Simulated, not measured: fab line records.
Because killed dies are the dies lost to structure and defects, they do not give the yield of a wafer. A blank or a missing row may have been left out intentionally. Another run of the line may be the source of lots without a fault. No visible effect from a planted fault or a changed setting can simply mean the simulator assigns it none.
Which tool is to blame? | flow n5-finfet | Sampling: 15 lots, 45 wafers, 8 of 1938 route steps

## WHAT EACH GAUGE READ, for each wafer
N5_BEOL_M0_SAQP_CD_MEAS_25: the cd target is 13.1 nm. Usual: 12.81 nm for cd-nm, sd 0.21.
lot  | measured     | on        | cd-nm (nm)        | flag
L503 | day 5 20:36  | cd-sem-01 | 12.74 12.86 12.43 |
L504 | day 6 00:37  | cd-sem-03 | 12.75 12.70 12.68 |
L506 | day 6 14:26  | cd-sem-03 | 12.87 12.49 12.34 |
L508 | day 7 01:21  | cd-sem-02 | 13.00 13.00 12.93 |
L509 | day 7 13:11  | cd-sem-02 | 12.75 12.78 12.85 |
L511 | day 7 22:44  | cd-sem-02 | 12.90 12.55 12.77 |
L512 | day 8 03:39  | cd-sem-02 | 12.81 12.74 12.63 |
L518 | day 9 17:55  | cd-sem-01 | - - -             | OFF
L519 | day 9 21:23  | cd-sem-01 | - - -             | OFF
L517 | day 9 23:08  | cd-sem-01 | - - -             | OFF
L520 | day 10 04:16 | cd-sem-03 | 13.11 12.70 12.79 |
L521 | day 10 07:40 | cd-sem-03 | 12.98 12.73 12.94 |
L522 | day 10 15:04 | cd-sem-03 | 12.73 12.63 12.60 |
L523 | day 10 20:19 | cd-sem-03 | 13.03 12.81 13.01 |
L524 | day 11 07:43 | cd-sem-03 | 12.63 12.93 13.36 |

N5_BEOL_M4_RC_MEAS_101. Usual: DIBL_N 36.5 mV/V, standard deviation 1.4; DIBL_P 36.5 mV/V, standard deviation 1.6; IOFF_N 0.163 nA/um, standard deviation 0.022; IOFF_P 0.219 nA/um, standard deviation 0.029; ION_N 675 uA/um, standard deviation 8.3; ION_P 464 uA/um, standard deviation 6.2; SS_N 71.5 mV/dec, standard deviation 0.52; SS_P 73.4 mV/dec, standard deviation 0.57; VT_N 249.7 mV, standard deviation 2.6; VT_P -250 mV, standard deviation 3.
lot  | measured     | on        | DIBL_N (mV/V)  | DIBL_P (mV/V)  | IOFF_N (nA/um)    | IOFF_P (nA/um)    | ION_N (uA/um) | ION_P (uA/um) | SS_N (mV/dec)  | SS_P (mV/dec)  | VT_N (mV)         | VT_P (mV)      | flag
L503 | day 8 03:10  | prober-01 | 38.3 36.7 36.8 | 37.0 34.9 34.5 | 0.170 0.139 0.136 | 0.252 0.215 0.199 | 673 661 669   | 472 462 468   | 71.9 71.2 70.9 | 73.3 73.9 73.2 | 252.2 254.3 253.8 | -249 -248 -249 |
L504 | day 8 15:29  | prober-01 | 37.4 34.2 36.5 | 38.1 34.8 38.0 | 0.189 0.134 0.174 | 0.216 0.174 0.213 | 673 666 676   | 455 453 461   | 72.7 71.4 72.3 | 73.7 73.3 73.4 | 247.7 251.4 250.6 | -251 -255 -251 |
L506 | day 9 19:38  | prober-02 | 38.0 37.2 37.7 | 38.5 37.4 38.7 | 0.187 0.190 0.194 | 0.234 0.208 0.236 | 682 691 687   | 462 466 461   | 72.1 72.5 72.0 | 74.0 72.4 73.9 | 247.6 245.4 246.8 | -249 -251 -251 |
L508 | day 9 16:14  | prober-02 | 33.4 35.9 33.5 | 33.0 36.4 33.4 | 0.120 0.169 0.123 | 0.162 0.212 0.164 | 675 688 666   | 459 473 457   | 71.2 72.3 71.3 | 72.3 73.6 72.5 | 252.0 247.8 251.7 | -251 -249 -254 |
L509 | day 9 21:19  | prober-01 | 36.9 35.8 36.2 | 36.2 35.2 36.4 | 0.172 0.154 0.173 | 0.197 0.188 0.200 | 666 666 682   | 454 454 462   | 72.1 70.6 71.4 | 73.3 73.4 73.0 | 251.5 250.5 249.3 | -250 -251 -251 |
L511 | day 11 00:24 | prober-02 | 38.6 36.2 37.8 | 37.9 34.9 37.6 | 0.185 0.140 0.179 | 0.256 0.201 0.246 | 682 674 683   | 467 464 475   | 72.0 71.2 71.0 | 74.1 73.1 73.8 | 248.0 251.5 251.6 | -250 -250 -249 |
L512 | day 10 21:46 | prober-02 | 37.1 37.1 36.8 | 37.8 37.8 37.4 | 0.162 0.166 0.162 | 0.220 0.226 0.211 | 679 674 685   | 462 471 466   | 72.3 71.2 71.0 | 73.8 73.8 73.7 | 251.9 248.4 249.9 | -250 -250 -251 |
L520 | day 12 19:00 | prober-01 | 37.9 38.4 39.1 | 38.8 39.5 39.8 | 0.177 0.187 0.197 | 0.227 0.243 0.247 | 684 682 685   | 464 465 468   | 71.6 71.8 71.8 | 73.8 74.3 74.1 | 247.7 247.3 247.4 | -250 -249 -246 |
L521 | day 12 21:46 | prober-02 | 37.2 37.7 38.3 | 37.0 38.1 38.3 | 0.176 0.195 0.203 | 0.219 0.232 0.244 | 682 694 682   | 461 469 465   | 71.7 71.5 71.7 | 73.5 73.2 73.7 | 249.3 247.1 246.3 | -250 -251 -250 |
L522 | day 13 02:41 | prober-02 | 38.5 38.7 38.1 | 38.0 37.9 37.6 | 0.175 0.184 0.174 | 0.240 0.244 0.248 | 681 666 685   | 464 460 471   | 71.3 71.4 71.4 | 74.3 74.3 74.0 | 250.5 248.6 247.6 | -247 -248 -247 |
L523 | day 13 10:22 | prober-01 | 35.9 34.6 36.0 | 37.2 35.2 37.6 | 0.158 0.136 0.166 | 0.203 0.166 0.203 | 675 668 682   | 467 458 463   | 71.4 70.9 71.8 | 73.2 73.3 73.5 | 251.6 251.9 249.8 | -253 -258 -252 |
L524 | day 13 22:22 | prober-02 | 35.7 33.3 35.0 | 37.9 34.6 36.6 | 0.170 0.127 0.151 | 0.230 0.184 0.217 | 681 675 675   | 472 467 465   | 72.5 71.0 71.1 | 73.4 72.6 73.3 | 250.1 252.1 250.0 | -248 -251 -249 |

## EACH LOT AND THE TOOL THAT RAN IT (in order: tool; ch and the chambers of the sampled wafers; start)
lot  | N5_BEOL_M0_SAQP_PECVD_96        | N5_BEOL_M0_SAQP_ETCH_84            | N5_BEOL_M0_SAQP_HM_OPEN_112        | N5_BEOL_M0_SAQP_MANDREL_ETCH_20  | N5_BEOL_M0_SAQP_RECESS_114         | N5_BEOL_M0_SAQP_SPACER1_ALD_98
L503 | pecvd-03 ch 0,1,2, day 5 17:54  | rie-diel-03 ch 0,1,3, day 5 18:44  | rie-diel-03 ch 0,1,3, day 5 18:51  | rie-si-06 ch 0,1,3, day 5 18:56  | vapor-etch-01 ch 0,1, day 5 19:10  | ald-sin-02 ch 1,2,3, day 5 19:56
L504 | pecvd-04 ch 0,2, day 5 21:08    | rie-diel-03 ch 0,1,3, day 5 21:58  | rie-diel-03 ch 0,1,3, day 5 22:05  | rie-si-02 ch 2,3, day 5 22:10    | vapor-etch-01 ch 0,1, day 5 22:45  | ald-sin-01 ch 0,2,3, day 5 23:56
L506 | pecvd-03 ch 0,1,2, day 6 11:31  | rie-diel-03 ch 1,2, day 6 12:38    | rie-diel-03 ch 1,2, day 6 12:44    | rie-si-05 ch 0,1, day 6 12:50    | vapor-etch-01 ch 0,1, day 6 13:11  | ald-sin-04 ch 1,2, day 6 13:46
L508 | pecvd-03 ch 0,1, day 6 23:10    | rie-diel-04 ch 1,3, day 6 23:52    | rie-diel-04 ch 1,3, day 6 23:59    | rie-si-02 ch 0,1,2, day 7 00:04  | vapor-etch-02 ch 0,1, day 7 00:17  | ald-sin-01 ch 0,2,3, day 7 00:41
L509 | pecvd-03 ch 0,2, day 7 10:39    | rie-diel-03 ch 0,3, day 7 11:29    | rie-diel-03 ch 0,3, day 7 11:36    | rie-si-06 ch 0,1,3, day 7 11:41  | vapor-etch-02 ch 0,1, day 7 12:11  | ald-sin-04 ch 2,3, day 7 12:31
L511 | pecvd-02 ch 1,2, day 7 20:06    | rie-diel-06 ch 0,3, day 7 20:49    | rie-diel-06 ch 0,3, day 7 20:55    | rie-si-06 ch 0,1,2, day 7 21:01  | vapor-etch-02 ch 0,1, day 7 21:19  | ald-sin-04 ch 1,2,3, day 7 21:59
L512 | pecvd-03 ch 0,1,2, day 7 23:53  | rie-diel-04 ch 0,1, day 8 00:40    | rie-diel-04 ch 0,1, day 8 00:46    | rie-si-02 ch 1,2,3, day 8 00:51  | vapor-etch-02 ch 0,1, day 8 01:05  | ald-sin-02 ch 1,2,3, day 8 02:59
L518 | pecvd-03 ch 1,2, day 9 15:36    | rie-diel-06 ch 0,2,3, day 9 16:26  | rie-diel-06 ch 0,2,3, day 9 16:33  | rie-si-05 ch 0,1,3, day 9 16:38  | vapor-etch-01 ch 0,1, day 9 16:52  | ald-sin-01 ch 0,1, day 9 17:15
L519 | pecvd-03 ch 0,1,2, day 9 18:37  | rie-diel-04 ch 0,2, day 9 19:28    | rie-diel-04 ch 0,2, day 9 19:34    | rie-si-06 ch 0,2,3, day 9 19:39  | vapor-etch-02 ch 0,1, day 9 19:53  | ald-sin-02 ch 0,1,3, day 9 20:23
L517 | pecvd-03 ch 1,2, day 9 18:59    | rie-diel-03 ch 1,2,3, day 9 19:49  | rie-diel-03 ch 1,2,3, day 9 19:55  | rie-si-05 ch 2,3, day 9 20:00    | vapor-etch-02 ch 0, day 9 20:22    | ald-sin-01 ch 0,2, day 9 22:28
L520 | pecvd-03 ch 0,1,2, day 10 00:02 | rie-diel-04 ch 1,2, day 10 01:09   | rie-diel-04 ch 1,2, day 10 01:16   | rie-si-02 ch 1,3, day 10 01:20   | vapor-etch-01 ch 0,1, day 10 01:49 | ald-sin-01 ch 0,1, day 10 03:36
L521 | pecvd-04 ch 0,1,2, day 10 05:05 | rie-diel-03 ch 0,1,3, day 10 05:56 | rie-diel-03 ch 0,1,3, day 10 06:03 | rie-si-05 ch 0,1,3, day 10 06:08 | vapor-etch-02 ch 0,1, day 10 06:22 | ald-sin-01 ch 0,2,3, day 10 06:45
L522 | pecvd-02 ch 0,1, day 10 12:27   | rie-diel-04 ch 1,2, day 10 13:22   | rie-diel-04 ch 1,2, day 10 13:28   | rie-si-05 ch 0,1,3, day 10 13:33 | vapor-etch-01 ch 0,1, day 10 13:47 | ald-sin-02 ch 0,2, day 10 14:10
L523 | pecvd-02 ch 0,1,2, day 10 17:16 | rie-diel-04 ch 0,3, day 10 18:50   | rie-diel-04 ch 0,3, day 10 18:56   | rie-si-06 ch 0,3, day 10 19:01   | vapor-etch-01 ch 0,1, day 10 19:15 | ald-sin-04 ch 0,3, day 10 19:38
L524 | pecvd-03 ch 0,1,2, day 11 04:19 | rie-diel-03 ch 0,1,2, day 11 05:10 | rie-diel-03 ch 0,1,2, day 11 05:16 | rie-si-02 ch 0,2,3, day 11 05:22 | vapor-etch-01 ch 0,1, day 11 05:36 | ald-sin-02 ch 0,1,2, day 11 07:02
- N5_BEOL_M0_SAQP_PECVD_96: deposits a-Si from SiH4/He, target thk 45 nm, time 45.2 s.
- N5_BEOL_M0_SAQP_ETCH_84: etches SOC in N2/H2, target depth 100 nm, overetch 20 nm, time 150 s.
- N5_BEOL_M0_SAQP_HM_OPEN_112: chemistry CHF3/O2, target SiO2, stops on a-Si, target depth 12 nm, time 13.5 s.
- N5_BEOL_M0_SAQP_MANDREL_ETCH_20: etches a-Si in HBr/Cl2, stops on SiNx, target depth 60 nm, bt time 10 s, time 30 s.
- N5_BEOL_M0_SAQP_RECESS_114: chemistry HF/NH3, target SiO2, target depth 14.4 nm, afs cycles 3, sublimation time 60 s.
- N5_BEOL_M0_SAQP_SPACER1_ALD_98: deposits SiO2, target thk 12.8 nm, pulse time 1 s, purge time 2 s.

## AS READ BY THE TOOLS THEMSELVES (means over the sampled wafers that have a number; for cases with no such wafer, the mark the record gives instead)
N5_BEOL_M0_SAQP_PECVD_96. Usual: chamber-pressure-Torr 2.999 Torr, standard deviation 0.0069; heater-power-w 633 W, standard deviation 69; showerhead-plenum-p-Torr 5.69 Torr, standard deviation 0.039; showerhead-vpp-V 636 V, standard deviation 28; throttle-valve-pct 17.6 %, standard deviation 1.1.
lot  | tool     | chamber-pressure-Torr (Torr) | heater-power-w (W) | showerhead-plenum-p-Torr (Torr) | showerhead-vpp-V (V) | throttle-valve-pct (%) | flag
L503 | pecvd-03 | 3.004                        | 607                | 5.71                            | 644                  | 17.1                   |
L504 | pecvd-04 | 3.002                        | 702                | 5.69                            | 627                  | 17.8                   |
L506 | pecvd-03 | 3.000                        | 618                | 5.70                            | 644                  | 17.0                   |
L508 | pecvd-03 | 3.000                        | 666                | 5.73                            | 635                  | 17.8                   |
L509 | pecvd-03 | 2.996                        | 548                | 5.69                            | 641                  | 16.8                   |
L511 | pecvd-02 | 2.995                        | 723                | 5.64                            | 624                  | 18.5                   |
L512 | pecvd-03 | 2.999                        | 650                | 5.71                            | 646                  | 17.4                   |
L518 | pecvd-03 | 3.004                        | 658                | 5.73                            | 649                  | 17.4                   |
L519 | pecvd-03 | 2.996                        | 621                | 5.72                            | 649                  | 17.1                   |
L517 | pecvd-03 | 2.998                        | 593                | 5.70                            | 664                  | 16.8                   |
L520 | pecvd-03 | 2.998                        | 626                | 5.70                            | 644                  | 17.1                   |
L521 | pecvd-04 | 3.002                        | 673                | 5.68                            | 627                  | 18.2                   |
L522 | pecvd-02 | 2.998                        | 693                | 5.67                            | 617                  | 18.6                   |
L523 | pecvd-02 | 3.012                        | 641                | 5.62                            | 612                  | 18.0                   |
L524 | pecvd-03 | 3.003                        | 632                | 5.71                            | 649                  | 17.2                   |

N5_BEOL_M0_SAQP_ETCH_84. Usual: bias-w 150.0 W (standard deviation 0.44); chamber-pressure-mTorr 30.001 mTorr (standard deviation 0.028); drypump-motor-current-A 5.9 A (standard deviation 0.34); oes-product-au 0.71 a.u. (standard deviation 0.079); rf-vpp-V 524.4 V (standard deviation 2.2); showerhead-plenum-p-Torr 2.56 Torr (standard deviation 0.071); throttle-valve-pct 17.8 % (standard deviation 0.33).
lot  | tool        | bias-w (W) | chamber-pressure-mTorr (mTorr) | drypump-motor-current-A (A) | oes-product-au (a.u.) | rf-vpp-V (V) | showerhead-plenum-p-Torr (Torr) | throttle-valve-pct (%) | flag
L503 | rie-diel-03 | 149.9      | 30.015                         | 6.0                         | 0.73                  | 525.1        | 2.60                            | 17.7                   |
L504 | rie-diel-03 | 149.8      | 30.021                         | 6.0                         | 0.73                  | 525.7        | 2.60                            | 17.7                   |
L506 | rie-diel-03 | 149.9      | 29.978                         | 6.2                         | 0.74                  | 525.2        | 2.60                            | 18.0                   |
L508 | rie-diel-04 | 150.1      | 30.018                         | 5.5                         | 0.65                  | 524.8        | 2.61                            | 17.9                   |
L509 | rie-diel-03 | 150.4      | 29.997                         | 6.1                         | 0.72                  | 524.2        | 2.59                            | 17.5                   |
L511 | rie-diel-06 | 149.8      | 29.987                         | 5.8                         | 0.77                  | 525.6        | 2.61                            | 17.6                   |
L512 | rie-diel-04 | 150.5      | 29.990                         | 6.1                         | 0.61                  | 524.5        | 2.54                            | 18.2                   |
L518 | rie-diel-06 | -          | -                              | -                           | -                     | -            | -                               | -                      | OFF
L519 | rie-diel-04 | -          | -                              | -                           | -                     | -            | -                               | -                      | OFF
L517 | rie-diel-03 | -          | -                              | -                           | -                     | -            | -                               | -                      | OFF
L520 | rie-diel-04 | 149.9      | 30.012                         | 5.5                         | 0.65                  | 524.7        | 2.56                            | 18.0                   |
L521 | rie-diel-03 | 150.0      | 30.018                         | 6.0                         | 0.70                  | 524.7        | 2.58                            | 17.8                   |
L522 | rie-diel-04 | 149.6      | 30.011                         | 5.6                         | 0.64                  | 524.7        | 2.56                            | 18.0                   |
L523 | rie-diel-04 | 149.8      | 30.011                         | 6.0                         | 0.77                  | 523.7        | 2.52                            | 17.9                   |
L524 | rie-diel-03 | 150.0      | 30.013                         | 6.0                         | 0.74                  | 522.6        | 2.53                            | 17.7                   |

N5_BEOL_M0_SAQP_HM_OPEN_112. Usual: drypump-motor-current-A 5.9 A, standard deviation 0.34; oes_ar_750_au 0.80 a.u., standard deviation 0.087; oes-product-au 0.52 a.u., standard deviation 0.058; rf-vpp-V 523 V, standard deviation 5.9; showerhead-plenum-p-Torr 2.43 Torr, standard deviation 0.067; throttle-valve-pct 18.8 %, standard deviation 0.32.
lot  | tool        | drypump-motor-current-A (A) | oes_ar_750_au (a.u.) | oes-product-au (a.u.) | rf-vpp-V (V) | showerhead-plenum-p-Torr (Torr) | throttle-valve-pct (%) | flag
L503 | rie-diel-03 | 6.1                         | 0.82                 | 0.53                  | 525          | 2.46                            | 18.7                   |
L504 | rie-diel-03 | 6.0                         | 0.82                 | 0.54                  | 523          | 2.46                            | 18.7                   |
L506 | rie-diel-03 | 6.2                         | 0.83                 | 0.54                  | 525          | 2.46                            | 19.0                   |
L508 | rie-diel-04 | 5.5                         | 0.74                 | 0.47                  | 522          | 2.47                            | 18.9                   |
L509 | rie-diel-03 | 6.1                         | 0.81                 | 0.53                  | 519          | 2.46                            | 18.6                   |
L511 | rie-diel-06 | 5.8                         | 0.87                 | 0.57                  | 521          | 2.46                            | 18.6                   |
L512 | rie-diel-04 | 6.0                         | 0.68                 | 0.44                  | 520          | 2.41                            | 19.2                   |
L518 | rie-diel-06 | 5.6                         | 0.80                 | 0.30                  | 527          | 2.45                            | 18.7                   | OFF
L519 | rie-diel-04 | 6.1                         | 0.88                 | 0.33                  | 521          | 2.36                            | 18.8                   | OFF
L517 | rie-diel-03 | 6.3                         | 0.80                 | 0.30                  | 521          | 2.46                            | 18.8                   | OFF
L520 | rie-diel-04 | 5.6                         | 0.73                 | 0.47                  | 518          | 2.43                            | 18.9                   |
L521 | rie-diel-03 | 6.0                         | 0.79                 | 0.52                  | 523          | 2.45                            | 18.8                   |
L522 | rie-diel-04 | 5.6                         | 0.72                 | 0.47                  | 518          | 2.43                            | 18.9                   |
L523 | rie-diel-04 | 6.0                         | 0.86                 | 0.57                  | 525          | 2.38                            | 18.9                   |
L524 | rie-diel-03 | 6.0                         | 0.83                 | 0.54                  | 521          | 2.40                            | 18.7                   |

N5_BEOL_M0_SAQP_MANDREL_ETCH_20. Usual: HBr_flow_sccm 149.9 sccm, standard deviation 0.48; bias-w 75.01 W, standard deviation 0.22; drypump-motor-current-A 5.8 A, standard deviation 0.38; oes-product-au 0.778 a.u., standard deviation 0.014; throttle-valve-pct 35.47 %, standard deviation 0.27.
lot  | tool      | HBr_flow_sccm (sccm) | bias-w (W) | drypump-motor-current-A (A) | oes-product-au (a.u.) | throttle-valve-pct (%) | flag
L503 | rie-si-06 | 149.4                | 75.28      | 5.9                         | 0.782                 | 35.19                  |
L504 | rie-si-02 | 149.8                | 74.97      | 5.6                         | 0.774                 | 35.42                  |
L506 | rie-si-05 | 150.1                | 74.99      | 6.2                         | 0.787                 | 35.66                  |
L508 | rie-si-02 | 149.7                | 75.00      | 5.7                         | 0.765                 | 35.48                  |
L509 | rie-si-06 | 150.4                | 75.00      | 5.9                         | 0.784                 | 35.19                  |
L511 | rie-si-06 | 150.4                | 75.20      | 5.7                         | 0.779                 | 35.50                  |
L512 | rie-si-02 | 149.7                | 74.73      | 5.7                         | 0.771                 | 35.39                  |
L518 | rie-si-05 | 149.6                | 74.93      | 5.9                         | 0.323                 | 36.49                  | OFF
L519 | rie-si-06 | 150.2                | 75.15      | 5.9                         | 0.329                 | 36.21                  | OFF
L517 | rie-si-05 | 149.5                | 74.97      | 5.9                         | 0.330                 | 36.49                  | OFF
L520 | rie-si-02 | 150.1                | 74.94      | 5.5                         | 0.790                 | 35.31                  |
L521 | rie-si-05 | 150.4                | 74.96      | 5.9                         | 0.776                 | 35.63                  |
L522 | rie-si-05 | 150.1                | 74.93      | 5.9                         | 0.783                 | 35.60                  |
L523 | rie-si-06 | 149.7                | 74.91      | 5.9                         | 0.770                 | 35.13                  |
L524 | rie-si-02 | 149.7                | 75.14      | 5.4                         | 0.772                 | 35.45                  |

N5_BEOL_M0_SAQP_RECESS_114. Usual: drypump-motor-current-A 6.1 A, standard deviation 0.35; foreline-p-Torr 0.1280 Torr, standard deviation 0.00034.
lot  | tool          | drypump-motor-current-A (A) | foreline-p-Torr (Torr) | flag
L503 | vapor-etch-01 | 5.8                         | 0.1281                 |
L504 | vapor-etch-01 | 6.1                         | 0.1279                 |
L506 | vapor-etch-01 | 6.1                         | 0.1277                 |
L508 | vapor-etch-02 | 6.2                         | 0.1278                 |
L509 | vapor-etch-02 | 6.1                         | 0.1279                 |
L511 | vapor-etch-02 | 6.2                         | 0.1280                 |
L512 | vapor-etch-02 | 6.2                         | 0.1280                 |
L518 | vapor-etch-01 | 5.8                         | 0.1279                 |
L519 | vapor-etch-02 | 6.2                         | 0.1279                 |
L517 | vapor-etch-02 | 6.4                         | 0.1278                 |
L520 | vapor-etch-01 | 5.8                         | 0.1277                 |
L521 | vapor-etch-02 | 6.0                         | 0.1281                 |
L522 | vapor-etch-01 | 6.1                         | 0.1277                 |
L523 | vapor-etch-01 | 6.1                         | 0.1277                 |
L524 | vapor-etch-01 | 5.8                         | 0.1280                 |

N5_BEOL_M0_SAQP_SPACER1_ALD_98. Usual: chamber-pressure-Torr 2.000 Torr, standard deviation 0.0045; heater-power-w 460 W, standard deviation 39; precursor-pulse-height-rel 0.998, standard deviation 0.019.
lot  | tool       | chamber-pressure-Torr (Torr) | heater-power-w (W) | precursor-pulse-height-rel | flag
L503 | ald-sin-02 | 1.998                        | 427                | 1.000                      |
L504 | ald-sin-01 | 1.998                        | 499                | 0.990                      |
L506 | ald-sin-04 | 1.996                        | 469                | 0.999                      |
L508 | ald-sin-01 | 2.002                        | 506                | 1.005                      |
L509 | ald-sin-04 | 1.999                        | 478                | 0.980                      |
L511 | ald-sin-04 | 2.000                        | 478                | 0.980                      |
L512 | ald-sin-02 | 1.997                        | 426                | 1.004                      |
L518 | ald-sin-01 | 2.000                        | 442                | 0.990                      |
L519 | ald-sin-02 | 1.998                        | 447                | 0.991                      |
L517 | ald-sin-01 | 2.002                        | 517                | 0.982                      |
L520 | ald-sin-01 | 2.004                        | 454                | 1.005                      |
L521 | ald-sin-01 | 2.002                        | 511                | 0.999                      |
L522 | ald-sin-02 | 1.996                        | 426                | 0.998                      |
L523 | ald-sin-04 | 1.997                        | 462                | 1.002                      |
L524 | ald-sin-02 | 1.999                        | 421                | 1.004                      |

## THE ANSWER, worked out from the rows above alone
Rule: a lot counts as off when the mean over its wafers that have a number is more than 3 standard deviations away from the usual mean. A lot without any number at a reading at which 4 lots or more have one is off too. The other lots that the step has rows for count as sound. After the gauges, taken in route order, come the tools' own readings; for these a lot's mean is taken, as printed above. At the first step where some lot is off, the reading lying furthest off is the one used; lots without a number count as furthest.
Off: L518, L519, L517 (N5_BEOL_M0_SAQP_CD_MEAS_25, cd-nm). Without a number there: L518, L519, L517.
A tool fits if, at a process step before that reading, it ran every lot that is off, and no sound lot after the first of them. The gauges at N5_BEOL_M0_SAQP_CD_MEAS_25 aren't tried: what is off there is off at N5_BEOL_M0_SAQP_ETCH_84 too, on other tools, and a gauge's error can't cause that. No candidate that was tried fits.

## WHAT HAD BEEN PUT IN BY THE SIMULATOR
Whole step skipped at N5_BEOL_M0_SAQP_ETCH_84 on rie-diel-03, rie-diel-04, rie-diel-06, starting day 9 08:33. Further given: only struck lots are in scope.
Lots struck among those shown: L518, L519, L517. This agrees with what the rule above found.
